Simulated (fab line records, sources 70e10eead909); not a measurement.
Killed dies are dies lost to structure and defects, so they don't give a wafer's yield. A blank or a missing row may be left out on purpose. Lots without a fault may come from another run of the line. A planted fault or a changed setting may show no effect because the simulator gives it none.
A struck lot beside a sound one | flow nand_harc | 30 steps out of a route of 1302
Sound: wafers L863.2, L863.3, L863.6. Struck: wafer L873.5. (L873.2, L873.6 of the same lot were not struck and are left out.) The cause comes at the end.
At each step with rows: each side's tool, then ch and its chambers, then its first start. Under that, the readings that differ: sound wafers | struck wafers | difference of the means | sigmas: that difference in standard deviations of wafers without a fault.
alike: readings whose means differ by less than 2 such deviations, and words and numbers that are the same on both sides. not compared: withheld readings, readings that some wafer has no value for, bounds like >300 that may hide the same value, and numbers for which the record gives no deviation and whose values overlap.
The two part at a step that has a row with sigmas, a row that says differs or no value, or rows on one side only. Numbers that don't overlap but have no deviation are shown without sigmas and don't part them. A reading that every wafer of one side lacks parts them only if that side has two wafers or more.

first, 2 steps without rows for these wafers: NHARC_A_CHANNEL_HOLE_D2_PEB_08 (peb time 65 s); NHARC_A_CHANNEL_HOLE_D2_DEVELOP_09 (develop time 35 s).
NHARC_A_CHANNEL_HOLE_D2_CD_MEAS_10: target cd 100 nm.
  sound on cd_sem-02 ch 0, day 13 23:52; struck on cd_sem-03 ch 0, day 18 01:51
  alike: cd_nm
NHARC_A_CHANNEL_HOLE_D2_OVL_MEAS_11:
  sound on overlay-01, day 13 23:57; struck on overlay-01, day 18 01:56
  alike: overlay_x_nm, overlay_y_nm
NHARC_A_CHANNEL_HOLE_D2_INSPECT_12:
  sound on defect_inspect-01, day 13 23:59; struck on defect_inspect-01, day 18 01:58
  reading          | sound    | struck | difference | sigmas
  raw_defect_count | 54 57 56 | 13     | -43        | -2
NHARC_A_CHANNEL_HOLE_D2_DESCUM_15: chemistry O2, time 3 s.
  sound on rie_diel-09 ch 1,2,3, day 14 00:03; struck on rie_diel-09 ch 0, day 18 02:03
  reading                     | sound       | struck | difference | sigmas
  drypump_motor_current_A (A) | 6.3 6.1 5.8 | 4.9    | -1.2       | -3
  alike: oes_product_au, rf_vpp_V, showerhead_plenum_p_Torr, throttle_valve_pct
  not compared: rf_hours_counter_h
NHARC_A_CHANNEL_HOLE_D2_ETCH_38: etches the open film in CF4, target depth 39 nm, time 65 s.
  sound on rie_diel-09 ch 1,2,3, day 14 00:09; struck on rie_diel-09 ch 3, day 18 02:07
  alike: drypump_motor_current_A, oes_product_au, rf_vpp_V, showerhead_plenum_p_Torr, throttle_valve_pct
  not compared: rf_hours_counter_h
NHARC_A_CHANNEL_HOLE_D2_ETCH_39: etches the open film in N2/H2, target depth 260 nm, time 325 s.
  sound on rie_diel-09 ch 1,2; struck on rie_diel-09 ch 1
  alike: drypump_motor_current_A, oes_product_au, rf_vpp_V, showerhead_plenum_p_Torr, throttle_valve_pct
  not compared: rf_hours_counter_h
then, 2 steps without rows for these wafers: NHARC_A_CHANNEL_HOLE_D2_ETCH_34 (etches the open film in CF4/CHF3, target depth 154 nm, time 77 s); NHARC_A_CHANNEL_HOLE_D2_ETCH_16 (etches the open film in O2/COS, target depth 3100 nm, time 806 s).
NHARC_A_CHANNEL_HOLE_D2_CD_MEAS_18:
  sound on cd_sem-02, day 14 01:22; struck on cd_sem-02, day 18 03:08
  alike: cd_nm
then, 1 step without rows for these wafers: NHARC_A_CHANNEL_HOLE_D2_ETCH_19 (etches the open film in C4F8/O2/Ar, time 34.5 s).
NHARC_A_CHANNEL_HOLE_D2_ETCH_20: etches the open film in C4F8/O2/Ar, time 361.9 s, target depth 1600 nm.
  sound on har_etch-02 ch 0,1, day 14 03:16; struck on har_etch-02 ch 0, day 18 05:10
  reading                         | sound          | struck | difference | sigmas
  showerhead_plenum_p_Torr (Torr) | 3.73 3.60 3.72 | 3.92   | +0.24      | +3
  alike: drypump_motor_current_A, throttle_valve_pct
  not compared: rf_hours_counter_h
then, 5 steps without rows for these wafers: NHARC_A_CHANNEL_HOLE_D2_ETCH_21 (etches the open film in C4F8/O2/Ar, time 514.3 s, target depth 1600 nm); NHARC_A_CHANNEL_HOLE_D2_ETCH_22 (etches the open film in C4F8/O2/Ar, time 666.7 s, target depth 1600 nm); NHARC_A_CHANNEL_HOLE_D2_ETCH_23 (etches the open film in C4F8/O2/Ar, time 819 s, target depth 1600 nm); NHARC_A_CHANNEL_HOLE_D2_ETCH_24 (etches the open film in C4F8/O2/Ar, time 906.2 s, target depth 1500 nm); NHARC_A_CHANNEL_HOLE_D2_ETCH_25 (etches the open film in C4F8/O2/Ar, time 1040.2 s, target depth 1500 nm).
NHARC_A_CHANNEL_HOLE_D2_ETCH_26: etches the open film in C4F8/O2/Ar, time 224.1 s, target depth 300 nm.
  sound on har_etch-02 ch 0,1, day 14 06:55; struck on har_etch-02 ch 0, day 18 08:49
  reading                         | sound          | struck | difference | sigmas
  drypump_motor_current_A (A)     | 5.08 5.76 5.07 | 5.77   | +0.47      | +2
  showerhead_plenum_p_Torr (Torr) | 3.77 3.64 3.77 | 3.98   | +0.25      | +3
  alike: throttle_valve_pct
  not compared: rf_hours_counter_h
NHARC_A_CHANNEL_HOLE_D2_ETCH_27: etches the open film in C4F8/O2/Ar, time 90 s, target depth 400 nm.
  sound on har_etch-02 ch 0,1, day 14 07:07; struck on har_etch-02 ch 0, day 18 09:01
  reading                         | sound          | struck | difference | sigmas
  showerhead_plenum_p_Torr (Torr) | 3.76 3.64 3.76 | 3.97   | +0.25      | +3
  alike: drypump_motor_current_A, throttle_valve_pct
  not compared: rf_hours_counter_h
then, 7 steps without rows for these wafers: NHARC_A_CHANNEL_HOLE_D2_STRIP_41 (strips in N2/H2); NHARC_A_CHANNEL_HOLE_D2_STRIP_42 (strips in CF4/CHF3); NHARC_A_CHANNEL_HOLE_D2_STRIP_43 (strips in O2/COS); NHARC_A_CHANNEL_HOLE_D2_ETCH_44 (etches the open film in CF4/O2, target depth 140 nm, overetch 14 nm, time 77 s); NHARC_A_CHANNEL_HOLE_D2_STRIP_28 (strips in O2); NHARC_A_CHANNEL_HOLE_D2_PRECLEAN_29 (cleans in SC1); NHARC_A_CHANNEL_HOLE_D2_SRD_30.
NHARC_A_CHANNEL_HOLE_D2_CD_MEAS_31:
  sound on cd_sem-02, day 14 08:47; struck on cd_sem-03, day 18 10:33
  reading    | sound          | struck | difference | sigmas
  cd_nm (nm) | 86.9 90.3 88.4 | 91.9   | +3.4       | +2
NHARC_A_CHANNEL_HOLE_D2_XSEM_32:
  sound on xsem-01 ch 0, day 14 08:52; struck on xsem-01 ch 0, day 18 10:38
  reading        | sound          | struck | difference | sigmas
  bot_cd_nm (nm) | 70.6 73.0 71.9 | 76.0   | +4.2       | +2
  bow_nm (nm)    | 8.35 8.44 8.38 | 11.54  | +3.15      | +12
  alike: tilt_deg
NHARC_A_CHANNEL_HOLE_D2_INSPECT_40:
  sound on defect_inspect-01, day 14 08:58; struck on defect_inspect-02, day 18 10:44
  alike: raw_defect_count

WHERE THEY PART
First at NHARC_A_CHANNEL_HOLE_D2_INSPECT_12; last, within this record, at NHARC_A_CHANNEL_HOLE_D2_XSEM_32. Later steps at which nothing parts them and some readings are alike: NHARC_A_CHANNEL_HOLE_D2_INSPECT_40.

WHY: what the simulator had put in
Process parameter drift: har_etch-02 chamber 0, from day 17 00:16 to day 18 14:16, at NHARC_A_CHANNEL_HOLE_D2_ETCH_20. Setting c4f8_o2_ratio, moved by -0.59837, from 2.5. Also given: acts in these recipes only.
